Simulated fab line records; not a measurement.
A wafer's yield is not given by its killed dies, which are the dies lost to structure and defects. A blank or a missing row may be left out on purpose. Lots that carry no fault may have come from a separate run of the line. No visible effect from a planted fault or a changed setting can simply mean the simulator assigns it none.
fab line records	flow n5Finfet
record: lots: 5	wafers: 15	lastDay: 17
route steps=1938 shown MOL_CONTACT_COAG@598 BEOL_M4@1111
lots that met no fault: from a run of the same line without faults
startH: the number of hours between the record's first day and the start of the first shown wafer of the lot	waitH: hours since the lot's step before	" same as the row above	L1.1+2: a single row standing in for several wafers	- either no value or no given start	* or withheld: withheld	< > ~ a bound
route shown NAME@n: names a module that has steps shown in the file, with the first one's number in the route	usual: mean/standard deviation taken from wafers without a fault	same: alike in all rows	chamber/n: place in a boat	sites: readings site by site	_std_site: the values' standard deviation	_edge_site: mean of outer sites minus mean of inner sites	radiusMm: how far each site lies from the wafer's centre	mask NAME#n: copy n	behind: the last tool/chamber to shape the wafer	hold: the reason the lot was held/the length of the hold in hours/how it ended	device: whichever transistor did not switch (one of n, p or np)	end of line: the route-end tests of the same wafers	a step with no rows: only its recipe	killed: the dies lost at the first sort to structure and to defects; this is not the yield of the wafer	map: the dies of a wafer, with x for killed, . for not killed, _ for no die there
set.NAME: the run value of the setting; set.NAME@STEP: its run value at that earlier step	model.NAME: the simulator's own value behind a step, which no gauge read
lots seen at some steps along the route; tables by step, rows by wafer
services: from which hour (startH, from the record's first day; less than 0 if before it) a tool's chamber was out of use, for how many hours, and why
== steps ==
step: N5_MOL_CONTACT_COAG_SOFTBAKE_35
recipe: tempC: 110	timeS: 60	resist: CAR-EUV
step: N5_MOL_CONTACT_COAG_EXPOSE_37
recipe: maskId: VD	na: 0.33	sourceShape: annular	sigmaInner: 0.3	sigmaOuter: 0.7	polarization: unpolarized	defocusNm: 0	doseMj: 62
step: N5_MOL_CONTACT_COAG_PEB_38
recipe: pebTempC: 100	pebTimeS: 60	resist: CAR-EUV
step: N5_MOL_CONTACT_COAG_DEVELOP_39
recipe: developTimeS: 30	developer: TMAH	resist: CAR-EUV	rinseLiquid: surfactantRinse	dry: airSpin	devTempC: 23
step: N5_MOL_CONTACT_COAG_CD_MEAS_40
recipe: targetCdNm: 25.1	landingEnergyEv: 500	detector: seInlens	polarity: opening
usual: cdNm: 25.14/0.23
lot.wafer	tool	chamber	startH	waitH	cdNm
L385.1	cdSem-02	0	124.00	-	25.39
L385.2	"	0	"	"	25.34
L385.3	"	0	"	"	24.71
L387.2	cdSem-01	0	136.84	-	25.23
L387.3	"	0	"	"	25.23
L387.6	"	0	"	"	25.24
L395.1	cdSem-02	0	185.30	-	25.25
L395.3	"	0	"	"	24.90
L395.5	"	0	"	"	24.95
L401.2	cdSem-03	0	222.53	-	25.28
L401.3	"	0	"	"	25.06
L401.4	"	0	"	"	25.07
L402.1	cdSem-03	0	226.40	-	25.14
L402.3	"	0	"	"	25.18
L402.4	"	0	"	"	25.28
step: N5_MOL_CONTACT_COAG_OVL_MEAS_41
recipe: pointsPerWafer: 522
usual: VD_OVL: 0.3/0.74
lot.wafer	tool	chamber	startH	waitH	VD_OVL[nm]
L385.1	overlay-01	0	124.03	0.0	1.3
L385.2	"	0	"	"	0.3
L385.3	"	0	"	"	1.4
L387.2	overlay-02	0	136.87	0.0	1.3
L387.3	"	0	"	"	1.6
L387.6	"	0	"	"	1.1
L395.1	overlay-01	0	185.33	0.0	-0.2
L395.3	"	0	"	"	-0.6
L395.5	"	0	"	"	-0.5
L401.2	overlay-02	0	222.56	0.0	0.7
L401.3	"	0	"	"	1.1
L401.4	"	0	"	"	0.1
L402.1	overlay-02	0	226.43	0.0	-0.2
L402.3	"	0	"	"	-0.7
L402.4	"	0	"	"	-0.4
step: N5_MOL_CONTACT_COAG_INSPECT_42
recipe: mode: adi	inspectInstrument: brightfield
usual: rawDefectCount: 208/54
lot.wafer	tool	chamber	startH	waitH	rawDefectCount
L385.1	defectInspect-01	-	124.08	0.1	139
L385.2	"	-	"	"	180
L385.3	"	-	"	"	212
L387.2	defectInspect-02	-	136.92	0.0	145
L387.3	"	-	"	"	152
L387.6	"	-	"	"	201
L395.1	defectInspect-01	-	185.39	0.1	271
L395.3	"	-	"	"	256
L395.5	"	-	"	"	282
L401.2	defectInspect-01	-	222.61	0.0	203
L401.3	"	-	"	"	210
L401.4	"	-	"	"	190
L402.1	defectInspect-02	-	226.49	0.1	175
L402.3	"	-	"	"	168
L402.4	"	-	"	"	157
step: N5_MOL_CONTACT_COAG_DESCUM_45
recipe: chemistry: O2	timeS: 7	sourcePowerW: 50	biasPowerW: 20	pressureMtorr: 20	rfFrequencyHz: 2.712e+07	tempC: 40	resist: CAR-EUV	o2FlowSccm: 225
usual: drypumpMotorCurrentA: 5.7/0.43	oesProductAu: 0.75/0.072	rfVppV: 242.6/0.96	showerheadPlenumPTorr: 2.06/0.032	throttleValvePct: 20.50/0.22
same: timeS: 7
lot.wafer	tool	chamber	startH	waitH	drypumpMotorCurrentA	oesProductAu	rfHoursCounterH	rfVppV	showerheadPlenumPTorr	throttleValvePct
L385.1	rieDiel-05	0	124.12	0.0	5.1	0.69	216	243.9	2.08	20.42
L385.2	"	2	"	"	5.1	0.73	153	243.1	2.00	20.48
L385.3	"	3	"	"	5.7	0.72	194	242.0	2.08	20.84
L387.2	rieDiel-05	2	136.96	0.0	5.1	0.73	158	241.5	2.00	20.46
L387.3	"	3	"	"	5.7	0.72	198	241.9	2.08	20.82
L387.6	"	3	"	"	5.7	0.72	-	242.6	2.08	20.84
L395.1	rieDiel-02	3	185.42	0.0	6.1	0.76	120	242.7	2.10	20.31
L395.3	"	1	"	"	6.1	0.72	166	242.7	2.09	20.29
L395.5	"	2	"	"	6.0	0.73	-	242.8	2.08	20.80
L401.2	rieDiel-02	1	222.65	0.0	6.1	0.71	177	244.4	2.09	20.29
L401.3	"	2	"	"	5.9	0.72	186	242.6	2.07	20.84
L401.4	"	3	"	"	6.1	0.75	132	244.2	2.10	20.33
L402.1	rieDiel-05	3	226.52	0.0	5.8	0.70	234	242.8	2.06	20.88
L402.3	"	2	"	"	5.1	0.70	195	241.7	1.99	20.53
L402.4	"	1	"	"	6.0	0.94	-	242.3	2.06	20.12
step: N5_MOL_CONTACT_COAG_ETCH_65
recipe: chemistry: N2/H2	target: underlayer	targetDepthA: 130	maskMaterial: CAR-EUV	timeS: 10.4	ionEnergyEv: 200	pressureMtorr: 30	sourceW: 840	biasW: 150	n2FlowSccm: 200	h2FlowSccm: 200	ends: cleared
usual: drypumpMotorCurrentA: 5.7/0.43	etchRfOnTimeS: 10.39/0.18	n2FlowSccm: 200.0/0.56	oesProductAu: 0.64/0.062	rfVppV: 522.7/1.3	showerheadPlenumPTorr: 2.50/0.038	throttleValvePct: 17.91/0.24
lot.wafer	tool	chamber	startH	waitH	drypumpMotorCurrentA	etchRfOnTimeS	n2FlowSccm	oesProductAu	rfHoursCounterH	rfVppV	showerheadPlenumPTorr	throttleValvePct
L385.1	rieDiel-05	0	124.15	0.0	5.1	10.58	199.8	0.58	216	521.5	2.52	17.84
L385.2	"	2	"	"	5.1	10.27	201.3	0.64	153	520.0	2.44	17.95
L385.3	"	3	"	"	5.8	10.54	200.7	0.62	194	524.9	2.52	18.17
L387.2	rieDiel-05	2	136.99	0.0	5.2	10.23	198.9	0.63	158	521.4	2.44	17.94
L387.3	"	3	"	"	5.8	10.60	199.5	0.61	198	523.8	2.52	18.20
L387.6	"	3	"	"	5.7	10.49	199.9	0.61	-	524.7	2.52	18.19
L395.1	rieDiel-02	3	185.45	0.0	6.1	10.36	200.7	0.65	120	524.2	2.56	17.76
L395.3	"	1	"	"	6.2	10.33	200.2	0.62	166	523.7	2.55	17.72
L395.5	"	2	"	"	6.0	10.76	199.7	0.62	-	524.3	2.54	18.30
L401.2	rieDiel-02	1	222.68	0.0	6.1	10.39	200.1	0.61	177	523.9	2.54	17.72
L401.3	"	2	"	"	5.9	10.80	200.8	0.60	186	522.8	2.53	18.30
L401.4	"	3	"	"	6.1	10.33	200.4	0.64	132	523.7	2.55	17.78
L402.1	rieDiel-05	3	226.55	0.0	5.7	10.58	200.1	0.59	234	524.1	2.50	18.27
L402.3	"	2	"	"	5.1	10.37	199.4	0.61	195	521.0	2.43	18.03
L402.4	"	1	"	"	6.0	10.18	199.4	0.80	-	522.6	2.49	17.40
step: N5_MOL_CONTACT_COAG_ETCH_66
recipe: chemistry: CF4	target: SiARC	targetDepthA: 130	maskMaterial: CAR-EUV	timeS: 21.7	ionEnergyEv: 80	pressureMtorr: 40	sourceW: 545	biasW: 36	Ar_flow_sccm: 100	cf4FlowSccm: 100	ends: cleared
usual: drypumpMotorCurrentA: 5.7/0.43	etchRfOnTimeS: 21.7/0.33	mfcArSccm: 100.02/0.29	oesProductAu: 0.64/0.062	rfVppV: 183.6/0.97	showerheadPlenumPTorr: 2.11/0.032	throttleValvePct: 15.69/0.25
lot.wafer	tool	chamber	startH	waitH	drypumpMotorCurrentA	etchRfOnTimeS	mfcArSccm	oesProductAu	rfHoursCounterH	rfVppV	showerheadPlenumPTorr	throttleValvePct
L385.1	rieDiel-05	0	124.17	0.0	5.1	22.0	99.64	0.59	216	183.1	2.12	15.59
L385.2	"	2	"	"	5.1	21.6	100.23	0.63	153	182.6	2.05	15.68
L385.3	"	3	"	"	5.7	22.0	100.08	0.61	194	184.9	2.13	16.03
L387.2	rieDiel-05	2	137.01	0.0	5.1	21.3	100.22	0.63	158	182.3	2.05	15.68
L387.3	"	3	"	"	5.7	21.8	99.56	0.61	198	183.1	2.13	16.04
L387.6	"	3	"	"	5.8	21.6	99.78	0.61	-	182.2	2.13	16.04
L395.1	rieDiel-02	3	185.47	0.0	6.1	21.6	99.90	0.66	120	183.9	2.15	15.54
L395.3	"	1	"	"	6.1	22.0	99.98	0.61	166	183.7	2.14	15.46
L395.5	"	2	"	"	5.9	22.7	100.19	0.62	-	184.5	2.14	16.05
L401.2	rieDiel-02	1	222.70	0.0	6.1	21.8	100.21	0.60	177	184.4	2.14	15.49
L401.3	"	2	"	"	5.9	22.5	100.17	0.61	186	184.4	2.14	16.09
L401.4	"	3	"	"	6.0	21.5	99.42	0.65	132	183.3	2.15	15.56
L402.1	rieDiel-05	3	226.57	0.0	5.7	22.0	100.28	0.59	234	184.0	2.12	16.11
L402.3	"	2	"	"	5.2	21.5	100.09	0.61	195	182.6	2.04	15.74
L402.4	"	1	"	"	6.0	21.5	99.72	0.79	-	183.6	2.10	15.24
step: N5_MOL_CONTACT_COAG_ALD_133
recipe: material: SiO2	targetThkA: 50	tempC: 100	aldPrecursorFamily: BDEAS	aldCoReactant: O2-plasma	pulseTimeS: 1	coReactantPulseTimeS: 1	purgeTimeS: 2	coReactantPurgeTimeS: 2	aldCycles: 35	pressureTorr: 2
usual: heaterPowerW: 77/6.5	precursorPulseHeightRel: 0.997/0.022
lot.wafer	tool	chamber	startH	waitH	heaterPowerW	precursorPulseHeightRel
L385.1	aldSin-03	0	124.25	0.1	82	0.975
L385.2	"	1	"	"	77	0.980
L385.3	"	2	"	"	81	1.024
L387.2	aldSin-01	2	137.09	0.1	89	0.981
L387.3	"	0	"	"	75	1.012
L387.6	"	1	"	"	71	1.000
L395.1	aldSin-02	2	185.58	0.1	65	1.007
L395.3	"	3	"	"	76	1.006
L395.5	"	2	"	"	66	0.984
L401.2	aldSin-01	3	223.20	0.5	85	0.996
L401.3	"	2	"	"	90	1.042
L401.4	"	1	"	"	74	1.008
L402.1	aldSin-02	2	226.65	0.1	64	0.983
L402.3	"	3	"	"	73	0.985
L402.4	"	0	"	"	72	1.033
step: N5_MOL_CONTACT_COAG_ETCHBACK_134
recipe: chemistry: CHF3	target: SiO2	targetDepthA: 100	timeS: 6.7	ionEnergyEv: 200	pressureMtorr: 30	sourceW: 610	biasW: 170	Ar_flow_sccm: 200	CHF3_flow_sccm: 50
usual: drypumpMotorCurrentA: 5.7/0.5	mfcArSccm: 199.9/0.63	oesProductAu: 0.77/0.087	rfVppV: 524/3.4	showerheadPlenumPTorr: 2.34/0.033	throttleValvePct: 18.75/0.27
same: timeS: 6.7
lot.wafer	tool	chamber	startH	waitH	drypumpMotorCurrentA	mfcArSccm	oesProductAu	rfHoursCounterH	rfVppV	showerheadPlenumPTorr	throttleValvePct
L385.1	rieDiel-01	3	124.53	0.2	4.8	199.0	0.75	174	529	2.37	18.90
L385.2	"	2	"	"	5.7	199.2	0.68	244	519	2.35	19.17
L385.3	"	1	"	"	5.7	199.3	0.71	218	528	2.35	18.79
L387.2	rieDiel-02	3	137.27	0.1	6.1	201.5	0.79	103	524	2.40	18.63
L387.3	"	0	"	"	5.6	200.0	0.81	98	523	2.31	18.70
L387.6	"	2	"	"	6.0	199.6	0.74	-	519	2.38	19.15
L395.1	rieDiel-02	3	185.76	0.1	6.0	199.6	0.77	120	523	2.40	18.64
L395.3	"	2	"	"	6.0	199.8	0.72	175	519	2.38	19.18
L395.5	"	3	"	"	6.0	199.5	0.76	-	523	2.40	18.64
L401.2	rieDiel-05	3	223.38	0.1	5.7	199.5	0.69	233	522	2.35	19.17
L401.3	"	1	"	"	6.0	200.5	0.94	7	528	2.34	18.37
L401.4	"	1	"	"	6.0	200.4	0.95	-	528	2.34	18.39
L402.1	rieDiel-05	3	226.86	0.1	5.8	199.9	0.69	234	523	2.35	19.18
L402.3	"	1	"	"	6.0	199.4	0.95	9	528	2.34	18.38
L402.4	"	3	"	"	5.8	199.4	0.69	-	523	2.35	19.17
step: N5_MOL_CONTACT_COAG_ETCH_67
recipe: chemistry: N2/H2	target: SOC	targetDepthA: 600	overetchA: 210	maskMaterial: SiARC	tempC: 40	timeS: 101.2	ionEnergyEv: 200	pressureMtorr: 30	sourceW: 840	biasW: 150	n2FlowSccm: 200	h2FlowSccm: 200
usual: drypumpMotorCurrentA: 5.7/0.5	n2FlowSccm: 200.0/0.61	oesProductAu: 0.64/0.068	rfVppV: 522.7/1.3	showerheadPlenumPTorr: 2.50/0.035	throttleValvePct: 17.84/0.28
same: timeS: 101.2
lot.wafer	tool	chamber	startH	waitH	drypumpMotorCurrentA	n2FlowSccm	oesProductAu	rfHoursCounterH	rfVppV	showerheadPlenumPTorr	throttleValvePct	model.SiARC_of_MOL_CONTACT_COAG_COAT_63.thkNm
L385.1	rieDiel-01	3	124.57	0.0	4.8	200.5	0.63	174	522.7	2.53	18.04	5.8
L385.2	"	2	"	"	5.7	199.1	0.57	244	522.3	2.51	18.18	6
L385.3	"	1	"	"	5.7	200.6	0.59	218	523.8	2.51	17.96	5.8
L387.2	rieDiel-02	3	137.31	0.0	6.1	200.1	0.65	103	524.9	2.57	17.67	5.8
L387.3	"	0	"	"	5.6	199.7	0.67	98	520.8	2.46	17.75	5.8
L387.6	"	2	"	"	5.9	199.8	0.63	-	523.1	2.54	18.22	6
L395.1	rieDiel-02	3	185.79	0.0	6.1	198.6	0.65	120	523.8	2.56	17.72	5.8
L395.3	"	2	"	"	6.0	199.3	0.62	175	523.9	2.54	18.25	4.2
L395.5	"	3	"	"	6.0	199.1	0.64	-	524.6	2.56	17.73	5.8
L401.2	rieDiel-05	3	223.41	0.0	5.8	200.7	0.59	233	521.6	2.50	18.23	5.8
L401.3	"	1	"	"	6.0	201.1	0.79	7	523.9	2.49	17.37	5.6
L401.4	"	1	"	"	6.0	201.2	0.78	-	523.9	2.49	17.37	5.8
L402.1	rieDiel-05	3	226.89	0.0	5.7	200.9	0.58	234	523.2	2.50	18.22	5.8
L402.3	"	1	"	"	6.0	200.5	0.78	9	522.3	2.49	17.38	5.8
L402.4	"	3	"	"	5.7	201.9	0.57	-	522.4	2.50	18.23	6
step: N5_MOL_CONTACT_COAG_STRIP_68
recipe: chemistry: N2/H2	tempC: 40	n2FlowSccm: 200	h2FlowSccm: 200	rfFrequencyHz: 6e+07
step: N5_BEOL_M4_RC_MEAS_101
usual: DIBL_N: 36.5/1.4	DIBL_P: 36.5/1.6	IOFF_N: 0.163/0.022	IOFF_P: 0.219/0.029	ION_N: 675/8.3	ION_P: 464/6.2	SS_N: 71.5/0.52	SS_P: 73.4/0.57	VT_N: 249.7/2.6	VT_P: -250/3
lot.wafer	tool	chamber	startH	waitH	DIBL_N[mV/V]	DIBL_P[mV/V]	IOFF_N[nA/um]	IOFF_P[nA/um]	ION_N[uA/um]	ION_P[uA/um]	SS_N[mV/dec]	SS_P[mV/dec]	VT_N[mV]	VT_P[mV]
L387.2	prober-02	0	208.40	0.2	33.6	32.9	0.129	0.164	674	461	71.3	72.1	252.2	-253
L387.3	"	0	"	"	34.6	35.0	0.140	0.184	663	457	71.3	72.3	251.6	-253
L387.6	"	0	"	"	35.3	35.7	0.152	0.193	676	463	70.9	72.8	247.7	-252
L385.1	prober-02	0	211.17	0.0	38.2	38.6	0.206	0.228	694	472	72.3	73.5	246.4	-249
L385.2	"	0	"	"	37.8	38.0	0.199	0.217	683	460	72.3	73.4	246.4	-251
L385.3	"	0	"	"	36.4	36.6	0.180	0.203	690	464	72.2	72.8	246.1	-251
L395.1	prober-02	0	258.55	0.0	35.7	37.0	0.156	0.231	670	464	71.7	73.9	252.4	-247
L395.3	"	0	"	"	37.2	38.7	0.187	0.253	673	463	72.3	73.9	248.2	-248
L395.5	"	0	"	"	36.4	37.9	0.164	0.237	672	466	71.9	74.1	249.8	-247
L401.2	prober-02	0	290.83	0.2	37.7	36.4	0.165	0.218	668	456	71.3	74.6	249.7	-251
L401.3	"	0	"	"	37.4	36.4	0.161	0.229	673	466	71.7	73.8	249.1	-247
L401.4	"	0	"	"	38.7	37.4	0.177	0.240	679	467	71.8	74.0	246.7	-248
L402.1	prober-01	0	298.21	0.0	36.8	37.1	0.175	0.198	666	450	71.4	73.8	251.3	-254
L402.3	"	0	"	"	35.0	35.4	0.141	0.176	665	456	70.8	73.8	251.7	-255
L402.4	"	0	"	"	34.0	34.5	0.126	0.160	660	454	71.0	73.5	253.9	-253
== services ==
tool	chamber	startH	hours	kind
aldSin-02	-	108.99	2.8	pm
rieDiel-01	1	126.77	8.7	repair
rieDiel-01	2	136.93	-	clean
rieDiel-01	2	136.93	-	consumableReplace:focusRing
rieDiel-01	2	136.93	22.3	scheduledDown
rieDiel-01	2	136.93	22.3	ventCycle
rieDiel-05	0	141.50	9.7	repair
aldSin-01	3	157.56	52.7	repair
rieDiel-05	1	163.92	15.8	repair
rieDiel-05	1	184.07	-	clean
rieDiel-05	1	184.07	-	consumableReplace:focusRing
rieDiel-05	1	184.07	21.9	scheduledDown
rieDiel-05	1	184.07	21.9	ventCycle
rieDiel-01	0	205.00	10.7	repair
rieDiel-05	3	217.36	2.8	repair
rieDiel-05	0	221.67	-	clean
rieDiel-05	0	221.67	-	consumableReplace:focusRing
rieDiel-05	0	221.67	19.9	scheduledDown
rieDiel-05	0	221.67	19.9	ventCycle
rieDiel-01	1	226.12	7.0	repair
== key ==
firstSign none at tools or gauges
modelEffect: step: N5_MOL_CONTACT_COAG_ETCH_67	value: SiARC_of_MOL_CONTACT_COAG_COAT_63.thkNm	without: 6	struck: 4.2
metAt N5_MOL_CONTACT_COAG_ETCH_67
struckWafers L395.3
onsetBetween 137.31 185.79
fault: kind: processParameterDrift	tool: rieDiel-02	chamber: -	onsetH: 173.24	steps: N5_MOL_CONTACT_COAG_ETCH_67	channel: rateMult	offset: 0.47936	shape: step	endH: 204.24	scope: struckWafersOnly
